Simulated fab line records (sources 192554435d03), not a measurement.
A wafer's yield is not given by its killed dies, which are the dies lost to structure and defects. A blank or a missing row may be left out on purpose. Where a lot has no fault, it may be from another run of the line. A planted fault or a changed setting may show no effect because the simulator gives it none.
fab line records	flow n5_finfet	part 1 of 2: steps 1 to 21 of 26
[record] lots = 5	wafers = 15	last_day = 17
route steps=1938 shown BEOL_M1@769
lots that met no fault: from a run of the same line without faults
start_h: hours from the record's first day to the start of the lot's first wafer shown	wait_h: hours elapsed since this lot's preceding step	" repeats the value in the row above	L1.1+2: a single row standing in for several wafers	- value missing, or start not given	* or withheld: withheld	< > ~ a bound
route shown NAME@n: NAME is a module with steps in the file, n the number in the route of the first one	usual: the fault-free wafers' mean and standard deviation	same: alike in all rows	chamber/n: place in a boat	sites: per-site readings	_std_site: the values' standard deviation	_edge_site: the outer-site mean with the inner-site mean subtracted	radius_mm: for every site, how far away it sits from the centre of the wafer	mask NAME#n: copy n	behind: the most recent tool/chamber to have shaped the wafer	hold: why the lot was held/for how many hours/how that ended	device: which transistor (n, p or np) failed to switch	end of line: the same wafers' tests at the end of the route	a step given without rows: its recipe and nothing more	killed: the dies lost at the first sort to structure and to defects; this is not the yield of the wafer	map: a wafer's dies, marking killed ones x, the rest . and places with no die _
set.NAME: the setting as run; set.NAME@STEP: as run at that earlier step	model.NAME: the simulator's own value behind a step, which no gauge read
lots at selected steps of the route; one table per step, one row per wafer
services: the hour from which a tool's chamber was out of use, counted from the record's first day as start_h (under 0 if before that day), plus the number of hours and why
[[steps]]
[step N5_BEOL_M1_ETCH_63]
[recipe] chemistry = CF4	target = SiARC	target_depth_a = 156	mask_material = CAR-EUV	time_s = 26	ion_energy_ev = 80	pressure_mtorr = 40	source_w = 545	bias_w = 36	Ar_flow_sccm = 100	cf4_flow_sccm = 100	ends = cleared
[usual] drypump_motor_current_A = 5.9/0.56	etch_rf_on_time_s = 26.3/0.96	oes_product_au = 0.69/0.07	rf_vpp_V = 184.0/1	showerhead_plenum_p_Torr = 2.14/0.06	throttle_valve_pct = 15.50/0.2
lot.wafer	tool	chamber	start_h	wait_h	drypump_motor_current_A	etch_rf_on_time_s	oes_product_au	rf_hours_counter_h	rf_vpp_V	showerhead_plenum_p_Torr	throttle_valve_pct
L083.2	rie_diel-01	2	182.93	0.0	6.8	25.3	0.66	126	182.9	2.07	15.30
L083.5	"	3	"	"	6.3	27.3	0.62	-	184.7	2.12	15.35
L083.6	"	0	"	"	5.1	25.2	0.76	-	183.1	2.09	15.23
L084.3	rie_diel-04	2	186.15	0.0	5.7	27.1	0.62	171	183.3	2.06	15.50
L084.5	"	3	"	"	6.6	25.2	0.69	-	182.8	2.07	15.46
L084.6	"	0	"	"	6.1	27.3	0.62	-	184.8	2.22	15.72
L086.1	rie_diel-02	0	203.17	0.0	5.6	26.7	0.81	4	184.4	2.17	15.38
L086.3	"	3	"	"	6.0	27.0	0.59	186	183.4	2.14	15.99
L086.6	"	0	"	"	5.6	26.7	0.81	-	183.6	2.17	15.39
L091.1	rie_diel-02	1	224.85	0.0	5.4	26.0	0.64	175	182.8	2.14	15.62
L091.3	"	3	"	"	6.0	27.1	0.59	192	183.9	2.13	16.01
L091.4	"	2	"	"	6.2	25.0	0.75	32	185.1	2.27	15.43
L096.2	rie_diel-01	0	254.13	0.0	5.1	25.0	0.73	60	182.5	2.08	15.26
L096.3	"	2	"	"	6.8	25.9	0.65	144	183.7	2.07	15.32
L096.5	"	1	"	"	6.3	26.8	0.71	-	184.5	2.17	15.67
[step N5_BEOL_M1_ETCH_64]
[recipe] chemistry = N2/H2	target = SOC	target_depth_a = 750	overetch_a = 150	mask_material = SiARC	temp_c = 40	time_s = 112.5	ion_energy_ev = 200	pressure_mtorr = 30	source_w = 840	bias_w = 150	n2_flow_sccm = 200	h2_flow_sccm = 200
[usual] drypump_motor_current_A = 5.9/0.57	oes_product_au = 0.64/0.061	rf_vpp_V = 524.0/2.4	showerhead_plenum_p_Torr = 2.54/0.08	throttle_valve_pct = 17.74/0.24
lot.wafer	tool	chamber	start_h	wait_h	drypump_motor_current_A	oes_product_au	rf_hours_counter_h	rf_vpp_V	showerhead_plenum_p_Torr	throttle_valve_pct
L083.2	rie_diel-01	2	182.96	0.0	6.8	0.61	126	521.8	2.47	17.62
L083.5	"	3	"	"	6.3	0.59	-	524.5	2.50	17.34
L083.6	"	0	"	"	5.1	0.69	-	522.2	2.48	17.55
L084.3	rie_diel-04	2	186.18	0.0	5.7	0.59	171	521.5	2.44	17.68
L084.5	"	3	"	"	6.7	0.62	-	521.9	2.43	17.54
L084.6	"	0	"	"	6.1	0.58	-	527.4	2.65	18.08
L086.1	rie_diel-02	0	203.20	0.0	5.6	0.76	4	526.4	2.63	17.92
L086.3	"	3	"	"	6.0	0.56	186	522.6	2.51	18.12
L086.6	"	0	"	"	5.6	0.76	-	525.9	2.63	17.93
L091.1	rie_diel-02	1	224.88	0.0	5.3	0.59	175	522.7	2.54	17.77
L091.3	"	3	"	"	6.0	0.55	192	525.0	2.51	18.13
L091.4	"	2	"	"	6.2	0.68	32	528.4	2.68	17.54
L096.2	rie_diel-01	0	254.16	0.0	5.1	0.66	60	522.1	2.47	17.57
L096.3	"	2	"	"	6.8	0.60	144	522.4	2.46	17.63
L096.5	"	1	"	"	6.4	0.67	-	524.6	2.56	17.85
[step N5_BEOL_M1_STRIP_65]
[recipe] chemistry = N2/H2	temp_c = 40	n2_flow_sccm = 200	h2_flow_sccm = 200	rf_frequency_hz = 6e+07
lot.wafer	tool	chamber	start_h	wait_h
L083.2+5+6	rie_diel-01	2,3,0	183.07	0.1
L084.3+5+6	rie_diel-04	2,3,0	186.28	0.1
L086.1+3+6	rie_diel-02	0,3,0	203.31	0.1
L091.1+3+4	rie_diel-02	1,3,2	224.98	0.1
L096.2+3+5	rie_diel-01	0,2,1	254.27	0.1
[step N5_BEOL_M1_STRIP_75]
[recipe] chemistry = N2/H2	temp_c = 40	n2_flow_sccm = 200	h2_flow_sccm = 200	rf_frequency_hz = 6e+07
lot.wafer	tool	chamber	start_h	wait_h
L083.2+5+6	rie_diel-01	2,3,0	183.08	0.0
L084.3+5+6	rie_diel-04	2,3,0	186.29	0.0
L086.1+3+6	rie_diel-02	0,3,0	203.32	0.0
L091.1+3+4	rie_diel-02	1,3,2	224.99	0.0
L096.2+3+5	rie_diel-01	0,2,1	254.28	0.0
[step N5_BEOL_M1_STRIP_66]
[recipe] chemistry = CF4	resist = SiARC	power_w = 300	bias_power_w = 75	pressure_mtorr = 50	cf4_flow_sccm = 150	rf_frequency_hz = 6e+07
[usual] drypump_motor_current_A = 5.9/0.56	oes_product_au = 0.80/0.076	rf_vpp_V = 271.2/1.3	showerhead_plenum_p_Torr = 1.80/0.045	throttle_valve_pct = 13.49/0.2
lot.wafer	tool	chamber	start_h	wait_h	drypump_motor_current_A	oes_product_au	rf_hours_counter_h	rf_vpp_V	showerhead_plenum_p_Torr	throttle_valve_pct
L083.2	rie_diel-01	2	183.09	0.0	6.8	0.77	126	268.4	1.75	13.33
L083.5	"	3	"	"	6.3	0.74	-	273.0	1.78	13.37
L083.6	"	0	"	"	5.1	0.86	-	270.4	1.76	13.21
L084.3	rie_diel-04	2	186.30	0.0	5.8	0.73	171	269.7	1.73	13.55
L084.5	"	3	"	"	6.7	0.79	-	271.0	1.75	13.49
L084.6	"	0	"	"	6.1	0.73	-	271.1	1.86	13.69
L086.1	rie_diel-02	0	203.33	0.0	5.6	0.95	4	272.8	1.81	13.27
L086.3	"	3	"	"	6.0	0.70	186	270.3	1.80	14.01
L086.6	"	0	"	"	5.6	0.95	-	273.6	1.81	13.27
L091.1	rie_diel-02	1	225.00	0.0	5.4	0.73	175	269.9	1.79	13.62
L091.3	"	3	"	"	6.0	0.69	192	270.6	1.80	14.02
L091.4	"	2	"	"	6.2	0.86	32	274.1	1.91	13.38
L096.2	rie_diel-01	0	254.29	0.0	5.1	0.82	60	268.5	1.75	13.26
L096.3	"	2	"	"	6.8	0.75	144	269.8	1.75	13.38
L096.5	"	1	"	"	6.3	0.84	-	271.5	1.80	13.55
[step N5_BEOL_M1_HM_OPEN_17]
[recipe] chemistry = Cl2/BCl3	target_depth_a = 200	overetch_a = 60	target = TiN	mask_material = SOC	ion_energy_ev = 150	pressure_mtorr = 10	icp_w = 1000	bias_w = 126	Cl2_flow_sccm = 53.25	bcl3_flow_sccm = 21.75	Ar_flow_sccm = 25
[usual] drypump_motor_current_A = 5.77/0.26	oes_product_au = 0.67/0.038	throttle_valve_pct = 22.1/0.32
lot.wafer	tool	chamber	start_h	wait_h	drypump_motor_current_A	oes_product_au	rf_hours_counter_h	throttle_valve_pct
L083.2	rie_metal-01	1	183.13	0.0	5.26	0.62	58	22.2
L083.5	"	1	"	"	5.23	0.62	-	22.2
L083.6	"	0	"	"	5.96	0.67	-	21.7
L084.3	rie_metal-01	1	186.37	0.1	5.24	0.62	-	22.2
L084.5	"	0	"	"	5.99	0.68	-	21.8
L084.6	"	1	"	"	5.26	0.63	-	22.2
L086.1	rie_metal-01	0	203.37	0.0	5.98	0.67	38	21.7
L086.3	"	1	"	"	5.28	0.60	-	22.2
L086.6	"	0	"	"	5.96	0.66	-	21.8
L091.1	rie_metal-03	0	225.04	0.0	5.79	0.64	56	22.1
L091.3	"	0	"	"	5.80	0.64	-	22.0
L091.4	"	1	"	"	5.83	0.67	-	22.3
L096.2	rie_metal-02	1	254.33	0.0	5.88	0.68	37	22.8
L096.3	"	0	"	"	5.98	0.73	-	21.9
L096.5	"	0	"	"	6.02	0.74	-	21.9
[step N5_BEOL_M1_STRIP_19]
[recipe] chemistry = O2	power_w = 400	temp_c = 40	pressure_mtorr = 30	rf_frequency_hz = 6e+07	bias_power_w = 0	overash_fraction = 0.2	o2_flow_sccm = 225
[usual] drypump_motor_current_A = 5.9/0.52	oes_product_au = 0.80/0.084	rf_vpp_V = 3.6/0.51	showerhead_plenum_p_Torr = 2.11/0.062	throttle_valve_pct = 16.61/0.24
lot.wafer	tool	chamber	start_h	wait_h	drypump_motor_current_A	oes_product_au	rf_hours_counter_h	rf_vpp_V	showerhead_plenum_p_Torr	throttle_valve_pct
L083.2	rie_diel-01	1	183.37	0.2	6.4	0.89	44	3.2	2.13	16.73
L083.5	"	3	"	"	6.3	0.73	-	2.9	2.10	16.53
L083.6	"	0	"	"	5.1	0.90	-	4.0	2.06	16.35
L084.3	rie_diel-02	2	186.58	0.2	6.2	0.90	22	3.4	2.23	16.42
L084.5	"	2	"	"	6.2	0.89	-	4.8	2.23	16.41
L084.6	"	3	"	"	6.0	0.68	-	3.5	2.11	17.13
L086.1	rie_diel-02	1	203.60	0.2	5.4	0.74	169	3.5	2.06	16.47
L086.3	"	2	"	"	6.2	0.88	27	3.5	2.23	16.43
L086.6	"	1	"	"	5.4	0.75	-	3.4	2.06	16.47
L091.1	rie_diel-01	0	225.15	0.1	5.1	0.89	50	3.7	2.05	16.37
L091.3	"	3	"	"	6.3	0.73	193	3.3	2.10	16.55
L091.4	"	0	"	"	5.1	0.89	-	3.5	2.06	16.38
L096.2	rie_diel-02	2	254.58	0.2	6.2	0.87	41	5.0	2.22	16.45
L096.3	"	1	"	"	5.4	0.72	184	3.6	2.06	16.50
L096.5	"	2	"	"	6.2	0.87	-	4.3	2.22	16.46
[step N5_BEOL_M1_CD_MEAS_18]
[recipe] pitch_nm = 36	target_cd_nm = 18
[usual] cd_nm = 18.0/0.46
lot.wafer	tool	chamber	start_h	wait_h	cd_nm
L083.2	cd_sem-03	-	183.44	0.1	17.5
L083.5	"	-	"	"	18.6
L083.6	"	-	"	"	18.1
L084.3	cd_sem-03	-	186.66	0.1	18.2
L084.5	"	-	"	"	18.5
L084.6	"	-	"	"	17.5
L086.1	cd_sem-02	-	203.67	0.0	18.2
L086.3	"	-	"	"	17.4
L086.6	"	-	"	"	18.0
L091.1	cd_sem-01	-	225.22	0.0	17.7
L091.3	"	-	"	"	16.9
L091.4	"	-	"	"	18.5
L096.2	cd_sem-02	-	254.65	0.1	18.3
L096.3	"	-	"	"	17.9
L096.5	"	-	"	"	18.3
[step N5_BEOL_M1_COAT_67]
[recipe] resist = SOC	temp_c = 250	time_s = 60	spin_rpm = 1500	resist_thk_nm = 60
[usual] chill_plate_temp_C = 22.99/0.11
lot.wafer	tool	chamber	start_h	wait_h	chill_plate_temp_C
L083.2	litho_track-03	0	183.47	0.0	22.90
L083.5	"	0	"	"	22.75
L083.6	"	0	"	"	22.98
L084.3	litho_track-03	0	186.69	0.0	23.00
L084.5	"	0	"	"	22.67
L084.6	"	0	"	"	22.98
L086.1	litho_track-05	0	203.71	0.0	23.13
L086.3	"	0	"	"	23.00
L086.6	"	0	"	"	22.88
L091.1	litho_track-03	0	225.26	0.0	22.91
L091.3	"	0	"	"	23.04
L091.4	"	0	"	"	22.87
L096.2	litho_track-05	0	254.69	0.0	23.02
L096.3	"	0	"	"	22.95
L096.5	"	0	"	"	22.91
[step N5_BEOL_M1_COAT_68]
[recipe] resist = SiARC	temp_c = 220	time_s = 60	spin_rpm = 1500	resist_thk_nm = 12
[usual] chill_plate_temp_C = 23.00/0.13
lot.wafer	tool	chamber	start_h	wait_h	chill_plate_temp_C
L083.2	litho_track-03	0	-	-	22.92
L083.5	"	0	"	"	23.14
L083.6	"	0	"	"	22.92
L084.3	litho_track-03	0	-	-	22.93
L084.5	"	0	"	"	23.03
L084.6	"	0	"	"	22.76
L086.1	litho_track-05	0	-	-	23.29
L086.3	"	0	"	"	23.17
L086.6	"	0	"	"	23.19
L091.1	litho_track-03	0	-	-	23.20
L091.3	"	0	"	"	23.23
L091.4	"	0	"	"	23.25
L096.2	litho_track-05	0	-	-	23.06
L096.3	"	0	"	"	23.19
L096.5	"	0	"	"	23.12
[step N5_BEOL_M1_COAT_76]
[recipe] resist = underlayer	temp_c = 205	time_s = 60	spin_rpm = 1500	resist_thk_nm = 5
[usual] chill_plate_temp_C = 22.99/0.088
lot.wafer	tool	chamber	start_h	wait_h	chill_plate_temp_C
L083.2	litho_track-03	0	-	-	23.02
L083.5	"	0	"	"	22.99
L083.6	"	0	"	"	23.00
L084.3	litho_track-03	0	-	-	22.89
L084.5	"	0	"	"	23.00
L084.6	"	0	"	"	23.02
L086.1	litho_track-05	0	-	-	22.90
L086.3	"	0	"	"	22.99
L086.6	"	0	"	"	22.88
L091.1	litho_track-03	0	-	-	23.04
L091.3	"	0	"	"	22.95
L091.4	"	0	"	"	22.94
L096.2	litho_track-05	0	-	-	23.02
L096.3	"	0	"	"	22.98
L096.5	"	0	"	"	23.03
[step N5_BEOL_M1_COAT_22]
[recipe] resist = CAR-EUV	spin_rpm = 1500	resist_thk_nm = 30
[usual] chill_plate_temp_C = 23.01/0.12
lot.wafer	tool	chamber	start_h	wait_h	chill_plate_temp_C
L083.2	litho_track-03	0	-	-	22.86
L083.5	"	0	"	"	22.99
L083.6	"	0	"	"	22.90
L084.3	litho_track-03	0	-	-	22.99
L084.5	"	0	"	"	23.10
L084.6	"	0	"	"	22.97
L086.1	litho_track-05	0	-	-	23.18
L086.3	"	0	"	"	23.10
L086.6	"	0	"	"	23.10
L091.1	litho_track-03	0	-	-	22.90
L091.3	"	0	"	"	22.97
L091.4	"	0	"	"	22.94
L096.2	litho_track-05	0	-	-	23.07
L096.3	"	0	"	"	23.00
L096.5	"	0	"	"	22.94
[step N5_BEOL_M1_EBR_24]
[recipe] solvent = PGMEA	ebr_width_mm = 1.5
[usual] chill_plate_temp_C = 22.99/0.088
lot.wafer	tool	chamber	start_h	wait_h	chill_plate_temp_C
L083.2	litho_track-03	0	-	-	22.99
L083.5	"	0	"	"	23.05
L083.6	"	0	"	"	23.02
L084.3	litho_track-03	0	-	-	22.93
L084.5	"	0	"	"	23.09
L084.6	"	0	"	"	23.03
L086.1	litho_track-05	0	-	-	23.01
L086.3	"	0	"	"	23.00
L086.6	"	0	"	"	23.07
L091.1	litho_track-03	0	-	-	23.10
L091.3	"	0	"	"	23.01
L091.4	"	0	"	"	23.07
L096.2	litho_track-05	0	-	-	22.87
L096.3	"	0	"	"	23.02
L096.5	"	0	"	"	23.13
[step N5_BEOL_M1_SOFTBAKE_23]
[recipe] temp_c = 110	time_s = 60	resist = CAR-EUV
[usual] chill_plate_temp_C = 23.00/0.11
lot.wafer	tool	chamber	start_h	wait_h	chill_plate_temp_C
L083.2	litho_track-03	0	-	-	23.02
L083.5	"	0	"	"	22.98
L083.6	"	0	"	"	22.90
L084.3	litho_track-03	0	-	-	23.12
L084.5	"	0	"	"	22.89
L084.6	"	0	"	"	23.08
L086.1	litho_track-05	0	-	-	23.06
L086.3	"	0	"	"	22.98
L086.6	"	0	"	"	23.08
L091.1	litho_track-03	0	-	-	23.02
L091.3	"	0	"	"	23.24
L091.4	"	0	"	"	23.11
L096.2	litho_track-05	0	-	-	23.02
L096.3	"	0	"	"	22.95
L096.5	"	0	"	"	22.95
[step N5_BEOL_M1_EXPOSE_25]
[recipe] mask_id = V0	na = 0.33	source_shape = quasar	sigma_inner = 0.2	sigma_outer = 0.8	polarization = unpolarized	defocus_nm = 5	target_cd_nm = 24	dose_mj = 63
lot.wafer	tool	chamber	start_h	wait_h	mask
L083.2+5+6	euv_scanner-02	0	183.74	-	V0#0
L084.3+5+6	euv_scanner-01	0	186.97	-	V0#0
L086.1+3+6	euv_scanner-02	0	203.99	-	V0#0
L091.1+3+4	euv_scanner-02	0	225.40	-	V0#0
L096.2+3+5	euv_scanner-02	0	254.89	-	V0#0
[step N5_BEOL_M1_PEB_26]
[recipe] peb_temp_c = 100	peb_time_s = 60	resist = CAR-EUV
[usual] chill_plate_temp_C = 23.01/0.1
lot.wafer	tool	chamber	start_h	wait_h	chill_plate_temp_C
L083.2	litho_track-04	0	183.81	0.1	23.02
L083.5	"	0	"	"	22.96
L083.6	"	0	"	"	23.04
L084.3	litho_track-03	0	187.03	0.1	23.07
L084.5	"	0	"	"	23.04
L084.6	"	0	"	"	23.04
L086.1	litho_track-05	0	204.07	0.1	23.10
L086.3	"	0	"	"	23.14
L086.6	"	0	"	"	22.95
L091.1	litho_track-05	0	225.48	0.1	23.15
L091.3	"	0	"	"	23.02
L091.4	"	0	"	"	23.20
L096.2	litho_track-05	0	254.96	0.1	23.05
L096.3	"	0	"	"	23.06
L096.5	"	0	"	"	23.02
[step N5_BEOL_M1_DEVELOP_27]
[recipe] develop_time_s = 30	developer = TMAH	resist = CAR-EUV	rinse_liquid = surfactant_rinse	dry = air_spin	dev_temp_c = 23
[usual] chill_plate_temp_C = 22.97/0.11
lot.wafer	tool	chamber	start_h	wait_h	chill_plate_temp_C
L083.2	litho_track-04	0	-	-	22.83
L083.5	"	0	"	"	22.92
L083.6	"	0	"	"	23.10
L084.3	litho_track-03	0	-	-	22.96
L084.5	"	0	"	"	22.88
L084.6	"	0	"	"	23.19
L086.1	litho_track-05	0	-	-	22.94
L086.3	"	0	"	"	22.88
L086.6	"	0	"	"	22.71
L091.1	litho_track-05	0	-	-	22.99
L091.3	"	0	"	"	22.86
L091.4	"	0	"	"	22.96
L096.2	litho_track-05	0	-	-	23.06
L096.3	"	0	"	"	23.11
L096.5	"	0	"	"	22.97
[step N5_BEOL_M1_CD_MEAS_28]
[recipe] landing_energy_ev = 500	detector = se_inlens	target_cd_y_nm = 23.3
[usual] cd_nm = 23.91/0.22
lot.wafer	tool	chamber	start_h	wait_h	cd_nm
L083.2	cd_sem-02	0	183.88	-	23.64
L083.5	"	0	"	"	23.99
L083.6	"	0	"	"	23.97
L084.3	cd_sem-03	0	187.10	-	23.85
L084.5	"	0	"	"	24.11
L084.6	"	0	"	"	23.80
L086.1	cd_sem-02	0	204.14	-	23.38
L086.3	"	0	"	"	24.14
L086.6	"	0	"	"	23.78
L091.1	cd_sem-01	0	225.54	-	24.04
L091.3	"	0	"	"	23.88
L091.4	"	0	"	"	23.98
L096.2	cd_sem-01	0	255.02	-	24.02
L096.3	"	0	"	"	23.92
L096.5	"	0	"	"	23.97
[step N5_BEOL_M1_OVL_MEAS_29]
[recipe] points_per_wafer = 522
[usual] V0_OVL = 0.3/0.63
lot.wafer	tool	chamber	start_h	wait_h	V0_OVL[nm]
L083.2	overlay-02	0	183.92	0.0	0.5
L083.5	"	0	"	"	1.4
L083.6	"	0	"	"	0.3
L084.3	overlay-02	0	187.14	0.0	-0.7
L084.5	"	0	"	"	0.0
L084.6	"	0	"	"	-0.3
L086.1	overlay-01	0	204.17	0.0	1.3
L086.3	"	0	"	"	0.6
L086.6	"	0	"	"	0.2
L091.1	overlay-02	0	225.57	0.0	0.3
L091.3	"	0	"	"	0.2
L091.4	"	0	"	"	0.7
L096.2	overlay-01	0	255.06	0.0	-0.4
L096.3	"	0	"	"	0.5
L096.5	"	0	"	"	0.6
[step N5_BEOL_M1_INSPECT_30]
[recipe] mode = adi	inspect_instrument = brightfield
[usual] raw_defect_count = 423/93
lot.wafer	tool	chamber	start_h	wait_h	raw_defect_count
L083.2	defect_inspect-01	-	183.97	0.0	351
L083.5	"	-	"	"	344
L083.6	"	-	"	"	307
L084.3	defect_inspect-02	-	187.19	0.0	463
L084.5	"	-	"	"	509
L084.6	"	-	"	"	402
L086.1	defect_inspect-02	-	204.23	0.1	380
L086.3	"	-	"	"	362
L086.6	"	-	"	"	352
L091.1	defect_inspect-02	-	225.63	0.1	395
L091.3	"	-	"	"	354
L091.4	"	-	"	"	348
L096.2	defect_inspect-01	-	255.11	0.0	330
L096.3	"	-	"	"	490
L096.5	"	-	"	"	274
[step N5_BEOL_M1_DESCUM_33]
[recipe] chemistry = O2	time_s = 7	source_power_w = 50	bias_power_w = 20	pressure_mtorr = 20	rf_frequency_hz = 2.712e+07	temp_c = 40	resist = CAR-EUV	o2_flow_sccm = 225
[usual] drypump_motor_current_A = 5.9/0.56	oes_product_au = 0.81/0.086	rf_vpp_V = 243.2/1.3	showerhead_plenum_p_Torr = 2.10/0.062	throttle_valve_pct = 20.38/0.27
lot.wafer	tool	chamber	start_h	wait_h	drypump_motor_current_A	oes_product_au	rf_hours_counter_h	rf_vpp_V	showerhead_plenum_p_Torr	throttle_valve_pct
L083.2	rie_diel-01	3	184.00	0.0	6.3	0.73	181	242.5	2.10	20.29
L083.5	"	0	"	"	5.1	0.90	-	242.2	2.06	20.13
L083.6	"	3	"	"	6.3	0.73	-	242.8	2.10	20.29
L084.3	rie_diel-02	0	187.22	0.0	5.6	1.00	0	244.3	2.14	20.34
L084.5	"	3	"	"	6.0	0.69	-	242.3	2.10	20.97
L084.6	"	0	"	"	5.6	0.98	-	245.1	2.14	20.35
L086.1	rie_diel-02	3	204.34	0.1	6.0	0.69	186	243.2	2.10	20.96
L086.3	"	1	"	"	5.3	0.75	169	243.0	2.06	20.09
L086.6	"	0	"	"	5.5	0.95	-	243.3	2.14	20.35
L091.1	rie_diel-02	0	225.96	0.3	5.6	0.93	11	243.1	2.13	20.37
L091.3	"	3	"	"	6.0	0.68	192	241.9	2.10	20.99
L091.4	"	1	"	"	5.3	0.74	176	242.2	2.05	20.12
L096.2	rie_diel-01	3	255.15	0.0	6.2	0.71	203	244.5	2.09	20.30
L096.3	"	0	"	"	5.1	0.86	60	241.3	2.05	20.17
L096.5	"	3	"	"	6.3	0.71	-	242.8	2.09	20.30
